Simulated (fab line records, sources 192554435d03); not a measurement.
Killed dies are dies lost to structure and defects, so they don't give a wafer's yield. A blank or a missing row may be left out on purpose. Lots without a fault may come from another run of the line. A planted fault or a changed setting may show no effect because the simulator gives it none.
A struck lot beside a sound one | flow n5_finfet | 16 steps out of a route of 1938
Sound: wafers L215.2, L215.3, L215.6. Struck: wafer L220.2. (L220.1, L220.5 of the same lot were not struck and are left out.) The cause comes at the end.
At each step with rows: each side's tool, then ch and its chambers, then its first start. Under that, the readings that differ: sound wafers | struck wafers | difference of the means | sigmas: that difference in standard deviations of wafers without a fault.
alike: readings whose means differ by less than 2 such deviations, and words and numbers that are the same on both sides. not compared: withheld readings, readings that some wafer has no value for, bounds like >300 that may hide the same value, and numbers for which the record gives no deviation and whose values overlap.
The two part at a step that has a row with sigmas, a row that says differs or no value, or rows on one side only. Numbers that don't overlap but have no deviation are shown without sigmas and don't part them. A reading that every wafer of one side lacks parts them only if that side has two wafers or more.

N5_SD_ACTIVATION_LSA_01: time 0.0008 s.
  sound on laser_anneal-01 ch 0, day 6 22:40; struck on laser_anneal-02 ch 0, day 8 12:02
  alike: wafer_temp_C_max
N5_SD_ACTIVATION_RS_MEAS_03: measures by four-point-probe.
  sound on film_metro-02, day 6 22:52; struck on film_metro-01, day 8 12:15
  alike: RS_SD_N, RS_SD_P
N5_SD_ACTIVATION_INSPECT_02: inspects for defects (darkfield).
  sound on defect_inspect-01, day 6 23:11; struck on defect_inspect-01, day 8 12:34
  alike: raw_defect_count
N5_ILD0_LINER_00: material SiNx, target thk 4 nm, pulse time 1 s, purge time 2 s.
  sound on ald_sin-03 ch 2,3, day 6 23:13; struck on ald_sin-01 ch 2, day 8 12:36
  reading            | sound       | struck | difference | sigmas
  heater_power_w (W) | 694 844 710 | 1009   | +260       | +3
  alike: precursor_pulse_height_rel, susceptor_temp_C
then, 2 steps without rows for these wafers: N5_ILD0_FCVD_FILL_01 (material SiO2 flowable, target thk 200 nm, time 328.3 s); N5_ILD0_CURE_02 (time 1800 s).
N5_ILD0_CMP_03: polishes, stops on SiNx, t overpolish 1.9 s, target thk 197.38 nm.
  sound on cmp-02 ch 1,2,3, day 7 01:37; struck on cmp-01 ch 3, day 8 15:01
  alike: motor_current_A, overpolish_run_s, platen_rpm, time_to_endpoint_s
N5_ILD0_THK_MEAS_04:
  sound on film_metro-01, day 7 01:53; struck on film_metro-02, day 8 15:17
  reading     | sound             | struck | difference | sigmas
  thk_nm (nm) | 197.5 197.7 198.3 | 200.8  | +3.0       | +2
N5_ILD0_CMP_07: polishes SiO2 flowable, stops on poly-Si, t overpolish 1.18 s, target thk 138.88 nm.
  sound on cmp-02 ch 0,1,3, day 7 01:59; struck on cmp-04 ch 0, day 8 15:23
  alike: motor_current_A, platen_rpm
N5_ILD0_THK_MEAS_08:
  sound on film_metro-01, day 7 02:12; struck on film_metro-02, day 8 15:36
  alike: thk_nm
then, 1 step without rows for these wafers: N5_ILD0_PRECLEAN_10 (cleans in NF3:NH3, afs cycles 5, time 20 s, sublimation time 60 s).
N5_ILD0_ALD_15: deposits SiNx, target thk 24 nm, pulse time 1 s, ald cycles 480.
  sound on ald_sin-03 ch 2,3, day 7 03:28; struck on ald_sin-02 ch 0, day 8 16:19
  reading                               | sound        | struck | difference | sigmas
  ald_cycles                            | 480 480 480  | 688    | +208       |
  model.SiNx_of_ILD0_ALD_15.thk_nm (nm) | 24.2 24.2 24 | 34.4   | +10.3      |
  alike: heater_power_w, precursor_pulse_height_rel, susceptor_temp_C
N5_ILD0_CMP_12: polishes SiNx, stops on poly-Si, t overpolish 6 s, target thk 17.67 nm.
  sound on cmp-01 ch 0,1,3, day 7 05:40; struck on cmp-01 ch 1, day 8 18:35
  reading                | sound    | struck | difference | sigmas
  time_to_endpoint_s (s) | 30 29 29 | 40     | +11        | +3
  alike: motor_current_A, platen_rpm
N5_ILD0_THK_MEAS_13:
  sound on film_metro-02, day 7 05:58; struck on film_metro-01, day 8 18:49
  alike: thk_nm
-- the record jumps here: 4 days lie between the struck wafers' starts before and after (it left off in module ILD0 and takes up again in module BEOL_M4, whose first step shown is number 1111 of the route) --
N5_BEOL_M4_RC_MEAS_101:
  sound on prober-02 ch 0, day 12 03:47; struck on prober-01 ch 0, day 12 22:02
  reading   | sound       | struck | difference | sigmas
  VT_N (mV) | 250 247 247 | 254    | +6         | +2
  alike: DIBL_N, DIBL_P, IOFF_N, IOFF_P, ION_N, ION_P, SS_N, SS_P, VT_P
-- the record jumps here: 4 days lie between the struck wafers' starts before and after (it left off in module BEOL_M4 and takes up again in module PASSIVATION, whose first step shown is number 1936 of the route) --
N5_PASSIVATION_PROBE_49:
  the record has rows for the struck wafers here (prober-02, day 17 01:55) and none for the sound ones

WHERE THEY PART
First at N5_ILD0_LINER_00; last, within this record, at N5_PASSIVATION_PROBE_49.

WHY: what the simulator had put in
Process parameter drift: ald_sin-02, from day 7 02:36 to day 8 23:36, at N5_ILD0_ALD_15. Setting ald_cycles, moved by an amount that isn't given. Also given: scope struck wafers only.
